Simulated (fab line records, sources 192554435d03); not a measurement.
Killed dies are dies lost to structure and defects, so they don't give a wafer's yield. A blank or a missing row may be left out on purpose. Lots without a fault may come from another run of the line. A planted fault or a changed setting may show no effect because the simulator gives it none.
Which tool did it? | flow n5_finfet | 21 lots, 63 wafers sampled, at 5 steps of a route of 1938

WHAT THE GAUGES READ, wafer by wafer
N5_BEOL_M0_SAQP_CD_MEAS_29: target cd 14.4 nm. Usual: cd_nm 14.99 nm, standard deviation 0.2.
lot  | measured     | on        | cd_nm (nm)        | flag
L074 | day 5 18:47  | cd_sem-02 | 15.01 14.76 15.02 |
L076 | day 6 04:05  | cd_sem-01 | 14.71 14.81 14.89 |
L077 | day 6 11:04  | cd_sem-02 | 15.16 15.05 14.72 |
L078 | day 7 01:02  | cd_sem-02 | 14.77 14.89 14.95 |
L079 | day 7 03:52  | cd_sem-02 | 15.31 14.95 14.63 |
L080 | day 7 08:48  | cd_sem-01 | 14.92 14.89 15.38 |
L081 | day 7 11:30  | cd_sem-02 | 14.98 14.94 14.57 |
L082 | day 7 22:08  | cd_sem-02 | 15.13 14.91 15.30 |
L083 | day 8 08:26  | cd_sem-01 | 14.92 15.10 15.14 |
L084 | day 8 14:49  | cd_sem-02 | 15.06 15.03 14.98 |
L085 | day 8 17:02  | cd_sem-02 | 14.83 15.16 14.72 |
L086 | day 8 17:44  | cd_sem-01 | 15.14 14.78 14.94 |
L088 | day 9 06:35  | cd_sem-03 | 15.13 15.41 15.44 |
L087 | day 9 13:34  | cd_sem-01 | 15.26 15.11 14.86 |
L089 | day 9 18:32  | cd_sem-03 | 15.44 14.80 14.87 |
L090 | day 9 21:06  | cd_sem-02 | 15.38 15.19 15.22 |
L091 | day 10 00:33 | cd_sem-01 | 15.21 15.55 15.21 |
L092 | day 10 11:54 | cd_sem-03 | 15.30 15.36 14.91 |
L094 | day 11 01:22 | cd_sem-01 | 14.82 15.15 14.96 |
L096 | day 11 06:44 | cd_sem-01 | 15.12 14.67 15.17 |
L097 | day 11 10:15 | cd_sem-03 | 15.08 14.62 14.83 |

WHICH TOOL RAN EACH LOT (tool, then ch and the chambers of the sampled wafers, then the start)
lot  | N5_BEOL_M0_SAQP_ETCH_84            | N5_BEOL_M0_SAQP_STRIP_86           | N5_BEOL_M0_SAQP_RECESS_109         | N5_BEOL_M0_SAQP_SPACER2_ETCHBACK_27
L074 | rie_diel-02 ch 0,3, day 5 15:23    | rie_diel-06 ch 1,2,3, day 5 15:41  | vapor_etch-02 ch 0,1, day 5 17:46  | rie_diel-02 ch 0,2,3, day 5 18:35
L076 | rie_diel-02 ch 0,2, day 6 00:38    | rie_diel-03 ch 0,2, day 6 00:55    | vapor_etch-02 ch 0,1, day 6 02:58  | rie_diel-03 ch 1,2, day 6 03:53
L077 | rie_diel-02 ch 1,2,3, day 6 07:50  | rie_diel-03 ch 0,2,3, day 6 08:07  | vapor_etch-02 ch 0,1, day 6 10:10  | rie_diel-03 ch 0,1,2, day 6 10:52
L078 | rie_diel-03 ch 0,2,3, day 6 21:11  | rie_diel-06 ch 0,2,3, day 6 21:33  | vapor_etch-02 ch 0,1, day 6 23:53  | rie_diel-06 ch 0,2,3, day 7 00:50
L079 | rie_diel-02 ch 0,1, day 7 00:02    | rie_diel-02 ch 2,3, day 7 00:19    | vapor_etch-02 ch 0, day 7 02:58    | rie_diel-03 ch 2,3, day 7 03:40
L080 | rie_diel-06 ch 1,2,3, day 7 03:28  | rie_diel-03 ch 1,2,3, day 7 03:45  | vapor_etch-01 ch 0,1, day 7 05:50  | rie_diel-03 ch 0,1, day 7 08:37
L081 | rie_diel-03 ch 1,2,3, day 7 06:41  | rie_diel-06 ch 0,1,2, day 7 06:59  | vapor_etch-02 ch 0,1, day 7 09:52  | rie_diel-03 ch 0,1, day 7 11:18
L082 | rie_diel-03 ch 0,1,2, day 7 18:38  | rie_diel-03 ch 0,1,3, day 7 18:56  | vapor_etch-02 ch 0,1, day 7 21:07  | rie_diel-03 ch 0,2,3, day 7 21:56
L083 | rie_diel-02 ch 0,2,3, day 8 04:59  | rie_diel-06 ch 0,2, day 8 05:16    | vapor_etch-02 ch 0,1, day 8 07:35  | rie_diel-06 ch 1,2,3, day 8 08:14
L084 | rie_diel-02 ch 2,3, day 8 10:04    | rie_diel-02 ch 0,1, day 8 10:23    | vapor_etch-01 ch 0,1, day 8 12:42  | rie_diel-03 ch 0,3, day 8 14:37
L085 | rie_diel-06 ch 2,3, day 8 10:17    | rie_diel-06 ch 0,1,3, day 8 10:34  | vapor_etch-02 ch 0,1, day 8 15:12  | rie_diel-02 ch 2,3, day 8 16:50
L086 | rie_diel-02 ch 1,2,3, day 8 13:03  | rie_diel-02 ch 0,2,3, day 8 13:20  | vapor_etch-01 ch 1, day 8 16:51    | rie_diel-02 ch 1,2,3, day 8 17:33
L088 | rie_diel-03 ch 0,1, day 9 01:04    | rie_diel-02 ch 1,3, day 9 01:21    | vapor_etch-01 ch 1, day 9 05:30    | rie_diel-03 ch 0,1,3, day 9 06:23
L087 | rie_diel-03 ch 0,1, day 9 10:08    | rie_diel-06 ch 2,3, day 9 10:26    | vapor_etch-02 ch 0,1, day 9 12:41  | rie_diel-06 ch 0,2,3, day 9 13:22
L089 | rie_diel-03 ch 0,1,3, day 9 15:12  | rie_diel-03 ch 1,3, day 9 15:29    | vapor_etch-02 ch 0,1, day 9 17:32  | rie_diel-06 ch 0,3, day 9 18:18
L090 | rie_diel-03 ch 0,1,3, day 9 17:16  | rie_diel-03 ch 0,3, day 9 17:34    | vapor_etch-02 ch 0,1, day 9 20:11  | rie_diel-06 ch 2,3, day 9 20:54
L091 | rie_diel-06 ch 2,3, day 9 20:44    | rie_diel-06 ch 0,2, day 9 21:01    | vapor_etch-01 ch 0,1, day 9 23:40  | rie_diel-03 ch 1,3, day 10 00:21
L092 | rie_diel-03 ch 0,3, day 10 08:29   | rie_diel-02 ch 0,2, day 10 08:46   | vapor_etch-02 ch 0,1, day 10 11:02 | rie_diel-06 ch 0,2,3, day 10 11:41
L094 | rie_diel-02 ch 0,1, day 10 21:10   | rie_diel-06 ch 0,2,3, day 10 21:27 | vapor_etch-01 ch 0,1, day 11 00:28 | rie_diel-06 ch 0,2,3, day 11 01:10
L096 | rie_diel-06 ch 0,1,2, day 11 03:15 | rie_diel-06 ch 0,1,2, day 11 03:40 | vapor_etch-02 ch 0,1, day 11 05:50 | rie_diel-06 ch 0,1,3, day 11 06:32
L097 | rie_diel-06 ch 1,2,3, day 11 06:16 | rie_diel-02 ch 0,1,2, day 11 06:33 | vapor_etch-02 ch 0,1, day 11 08:51 | rie_diel-03 ch 1,2,3, day 11 10:03
- N5_BEOL_M0_SAQP_ETCH_84: etches SOC in N2/H2, target depth 100 nm, overetch 20 nm, time 150 s.
- N5_BEOL_M0_SAQP_STRIP_86: strips in N2/H2.
- N5_BEOL_M0_SAQP_RECESS_109: chemistry HF/NH3, target SiO2, target depth 3 nm, afs cycles 1, sublimation time 60 s.
- N5_BEOL_M0_SAQP_SPACER2_ETCHBACK_27: etches SiO2 in CHF3/O2, target depth 22.5 nm, time 11.25 s.

WHAT THE TOOLS THEMSELVES READ (means of the sampled wafers that have a number; where no wafer has one, the mark that the record gives instead)
N5_BEOL_M0_SAQP_ETCH_84. Usual: drypump_motor_current_A 5.7 A, standard deviation 0.38; oes_product_au 0.67 a.u., standard deviation 0.044; rf_vpp_V 524.9 V, standard deviation 2.1; showerhead_plenum_p_Torr 2.58 Torr, standard deviation 0.073; throttle_valve_pct 17.90 %, standard deviation 0.17.
lot  | tool        | drypump_motor_current_A (A) | oes_product_au (a.u.) | rf_vpp_V (V) | showerhead_plenum_p_Torr (Torr) | throttle_valve_pct (%) | flag
L074 | rie_diel-02 | 6.3                         | 0.64                  | 521.8        | 2.49                            | 17.96                  |
L076 | rie_diel-02 | 5.6                         | 0.67                  | 525.2        | 2.58                            | 18.01                  |
L077 | rie_diel-02 | 5.6                         | 0.67                  | 525.7        | 2.61                            | 17.75                  |
L078 | rie_diel-03 | 5.6                         | 0.67                  | 524.4        | 2.57                            | 17.94                  |
L079 | rie_diel-02 | 6.2                         | 0.68                  | 523.3        | 2.52                            | 17.71                  |
L080 | rie_diel-06 | 5.9                         | 0.66                  | 526.3        | 2.64                            | 18.01                  |
L081 | rie_diel-03 | 5.6                         | 0.65                  | 523.6        | 2.51                            | 17.90                  |
L082 | rie_diel-03 | 5.5                         | 0.66                  | 525.1        | 2.55                            | 17.86                  |
L083 | rie_diel-02 | 5.8                         | 0.65                  | 524.1        | 2.56                            | 17.97                  |
L084 | rie_diel-02 | 5.4                         | 0.65                  | 525.1        | 2.62                            | 17.87                  |
L085 | rie_diel-06 | 6.0                         | 0.67                  | 526.6        | 2.64                            | 18.02                  |
L086 | rie_diel-02 | 5.6                         | 0.66                  | 525.6        | 2.60                            | 17.79                  |
L088 | rie_diel-03 | 5.5                         | 0.65                  | 524.5        | 2.55                            | 17.83                  |
L087 | rie_diel-03 | 5.4                         | 0.65                  | 524.7        | 2.55                            | 17.84                  |
L089 | rie_diel-03 | 5.5                         | 0.66                  | 524.6        | 2.56                            | 17.94                  |
L090 | rie_diel-03 | 5.5                         | 0.66                  | 524.3        | 2.56                            | 17.94                  |
L091 | rie_diel-06 | 5.8                         | 0.64                  | 526.6        | 2.64                            | 18.07                  |
L092 | rie_diel-03 | 5.4                         | 0.67                  | 525.7        | 2.62                            | 17.99                  |
L094 | rie_diel-02 | 6.4                         | 0.64                  | 521.8        | 2.47                            | 17.95                  |
L096 | rie_diel-06 | 5.8                         | 0.69                  | 527.3        | 2.61                            | 17.90                  |
L097 | rie_diel-06 | 5.9                         | 0.64                  | 525.5        | 2.62                            | 18.05                  |

N5_BEOL_M0_SAQP_STRIP_86. Usual: bias_power_w 27.99 W, standard deviation 0.078; drypump_motor_current_A 5.7 A, standard deviation 0.35; oes_product_au 0.75 a.u., standard deviation 0.058; rf_vpp_V 122.2 V, standard deviation 1.6; showerhead_plenum_p_Torr 3.41 Torr, standard deviation 0.088; throttle_valve_pct 18.99 %, standard deviation 0.22.
lot  | tool        | bias_power_w (W) | drypump_motor_current_A (A) | oes_product_au (a.u.) | rf_vpp_V (V) | showerhead_plenum_p_Torr (Torr) | throttle_valve_pct (%) | flag
L074 | rie_diel-06 | 28.08            | 5.9                         | 0.75                  | 123.2        | 3.48                            | 18.96                  |
L076 | rie_diel-03 | 27.95            | 5.6                         | 0.75                  | 122.6        | 3.37                            | 19.01                  |
L077 | rie_diel-03 | 28.02            | 5.6                         | 0.76                  | 122.7        | 3.39                            | 19.11                  |
L078 | rie_diel-06 | 28.05            | 5.7                         | 0.81                  | 122.0        | 3.47                            | 18.94                  |
L079 | rie_diel-02 | 28.06            | 5.5                         | 0.73                  | 121.9        | 3.46                            | 19.05                  |
L080 | rie_diel-03 | 27.99            | 5.6                         | 0.72                  | 121.7        | 3.32                            | 18.96                  |
L081 | rie_diel-06 | 28.03            | 5.7                         | 0.80                  | 123.2        | 3.46                            | 18.83                  |
L082 | rie_diel-03 | 27.99            | 5.5                         | 0.74                  | 122.0        | 3.39                            | 19.09                  |
L083 | rie_diel-06 | 27.97            | 5.9                         | 0.81                  | 122.3        | 3.47                            | 18.89                  |
L084 | rie_diel-02 | 28.02            | 6.4                         | 0.73                  | 122.1        | 3.27                            | 19.03                  |
L085 | rie_diel-06 | 27.89            | 5.6                         | 0.76                  | 121.3        | 3.44                            | 18.92                  |
L086 | rie_diel-02 | 27.94            | 5.8                         | 0.73                  | 122.2        | 3.38                            | 19.09                  |
L088 | rie_diel-02 | 28.02            | 5.7                         | 0.72                  | 122.4        | 3.42                            | 18.96                  |
L087 | rie_diel-06 | 27.96            | 5.8                         | 0.73                  | 123.2        | 3.48                            | 19.13                  |
L089 | rie_diel-03 | 28.00            | 5.6                         | 0.72                  | 121.6        | 3.33                            | 19.11                  |
L090 | rie_diel-03 | 28.00            | 5.4                         | 0.77                  | 121.7        | 3.46                            | 19.28                  |
L091 | rie_diel-06 | 28.10            | 5.6                         | 0.82                  | 122.1        | 3.44                            | 18.82                  |
L092 | rie_diel-02 | 27.95            | 5.6                         | 0.73                  | 122.5        | 3.39                            | 19.08                  |
L094 | rie_diel-06 | 27.98            | 5.7                         | 0.76                  | 123.6        | 3.45                            | 19.03                  |
L096 | rie_diel-06 | 27.94            | 5.7                         | 0.77                  | 121.5        | 3.44                            | 18.87                  |
L097 | rie_diel-02 | 28.00            | 5.9                         | 0.73                  | 122.2        | 3.35                            | 18.96                  |

N5_BEOL_M0_SAQP_RECESS_109. Usual: drypump_motor_current_A 6.0 A, standard deviation 0.4.
lot  | tool          | drypump_motor_current_A (A) | flag
L074 | vapor_etch-02 | 5.9                         |
L076 | vapor_etch-02 | 5.9                         |
L077 | vapor_etch-02 | 6.1                         |
L078 | vapor_etch-02 | 5.9                         |
L079 | vapor_etch-02 | 6.4                         |
L080 | vapor_etch-01 | 6.0                         |
L081 | vapor_etch-02 | 5.9                         |
L082 | vapor_etch-02 | 6.1                         |
L083 | vapor_etch-02 | 6.1                         |
L084 | vapor_etch-01 | 6.0                         |
L085 | vapor_etch-02 | 6.2                         |
L086 | vapor_etch-01 | 6.6                         |
L088 | vapor_etch-01 | 6.6                         |
L087 | vapor_etch-02 | 5.9                         |
L089 | vapor_etch-02 | 5.9                         |
L090 | vapor_etch-02 | 6.1                         |
L091 | vapor_etch-01 | 6.0                         |
L092 | vapor_etch-02 | 5.9                         |
L094 | vapor_etch-01 | 6.3                         |
L096 | vapor_etch-02 | 6.1                         |
L097 | vapor_etch-02 | 5.9                         |

N5_BEOL_M0_SAQP_SPACER2_ETCHBACK_27. Usual: O2_flow_sccm 5.001 sccm, standard deviation 0.014; drypump_motor_current_A 5.6 A, standard deviation 0.3; oes_ar_750_au 0.75 a.u., standard deviation 0.054; oes_o_777_au 0.76 a.u., standard deviation 0.06; oes_product_au 0.75 a.u., standard deviation 0.061; rf_vpp_V 519 V, standard deviation 9.7; showerhead_plenum_p_Torr 2.45 Torr, standard deviation 0.06; throttle_valve_pct 18.97 %, standard deviation 0.17.
lot  | tool        | O2_flow_sccm (sccm) | drypump_motor_current_A (A) | oes_ar_750_au (a.u.) | oes_o_777_au (a.u.) | oes_product_au (a.u.) | rf_vpp_V (V) | showerhead_plenum_p_Torr (Torr) | throttle_valve_pct (%) | flag
L074 | rie_diel-02 | 4.995               | 5.7                         | 0.74                 | 0.74                | 0.73                  | 521          | 2.43                            | 18.99                  |
L076 | rie_diel-03 | 4.996               | 5.7                         | 0.71                 | 0.71                | 0.71                  | 516          | 2.38                            | 19.03                  |
L077 | rie_diel-03 | 5.012               | 5.5                         | 0.73                 | 0.73                | 0.73                  | 519          | 2.43                            | 18.97                  |
L078 | rie_diel-06 | 5.003               | 5.7                         | 0.78                 | 0.79                | 0.79                  | 521          | 2.49                            | 18.97                  |
L079 | rie_diel-03 | 4.994               | 5.7                         | 0.72                 | 0.73                | 0.72                  | 511          | 2.37                            | 19.00                  |
L080 | rie_diel-03 | 5.005               | 5.4                         | 0.73                 | 0.72                | 0.73                  | 520          | 2.44                            | 18.99                  |
L081 | rie_diel-03 | 4.997               | 5.5                         | 0.73                 | 0.72                | 0.73                  | 521          | 2.44                            | 19.00                  |
L082 | rie_diel-03 | 4.993               | 5.6                         | 0.74                 | 0.75                | 0.74                  | 513          | 2.42                            | 18.95                  |
L083 | rie_diel-06 | 4.987               | 5.9                         | 0.73                 | 0.73                | 0.73                  | 522          | 2.49                            | 19.11                  |
L084 | rie_diel-03 | 4.993               | 5.4                         | 0.76                 | 0.76                | 0.75                  | 511          | 2.43                            | 18.92                  |
L085 | rie_diel-02 | 4.994               | 5.4                         | 0.73                 | 0.74                | 0.72                  | 528          | 2.48                            | 18.93                  |
L086 | rie_diel-02 | 5.008               | 5.6                         | 0.74                 | 0.75                | 0.74                  | 529          | 2.46                            | 18.82                  |
L088 | rie_diel-03 | 5.001               | 5.4                         | 0.74                 | 0.73                | 0.74                  | 516          | 2.43                            | 18.98                  |
L087 | rie_diel-06 | 4.994               | 5.7                         | 0.77                 | 0.77                | 0.77                  | 521          | 2.48                            | 19.00                  |
L089 | rie_diel-06 | 4.999               | 5.6                         | 0.76                 | 0.76                | 0.75                  | 513          | 2.47                            | 19.00                  |
L090 | rie_diel-06 | 5.013               | 5.8                         | 0.73                 | 0.73                | 0.73                  | 512          | 2.49                            | 19.12                  |
L091 | rie_diel-03 | 4.992               | 5.5                         | 0.71                 | 0.69                | 0.70                  | 516          | 2.39                            | 19.06                  |
L092 | rie_diel-06 | 5.001               | 5.7                         | 0.76                 | 0.77                | 0.77                  | 521          | 2.48                            | 19.01                  |
L094 | rie_diel-06 | 4.996               | 5.7                         | 0.76                 | 0.76                | 0.76                  | 521          | 2.47                            | 19.02                  |
L096 | rie_diel-06 | 5.014               | 5.6                         | 0.75                 | 0.75                | 0.74                  | 523          | 2.46                            | 19.04                  |
L097 | rie_diel-03 | 4.996               | 5.6                         | 0.87                 | 0.87                | 0.88                  | 511          | 2.37                            | 18.80                  |

THE ANSWER, worked out from the rows above alone
Rule: a lot is off if the mean of its wafers that have a number lies more than 3 standard deviations from the usual mean. A lot without any number at a reading at which 4 lots or more have one is off too. The other lots that the step has rows for count as sound. The gauges are gone through in route order, then the tools' own readings, and for those a lot's mean is taken as printed above. The first step at which some lot is off is used, and at that step the reading that is off furthest; a lot without a number counts as furthest.
No lot is off at any reading shown: from this, nothing can be told.

WHAT THE SIMULATOR HAD PUT IN
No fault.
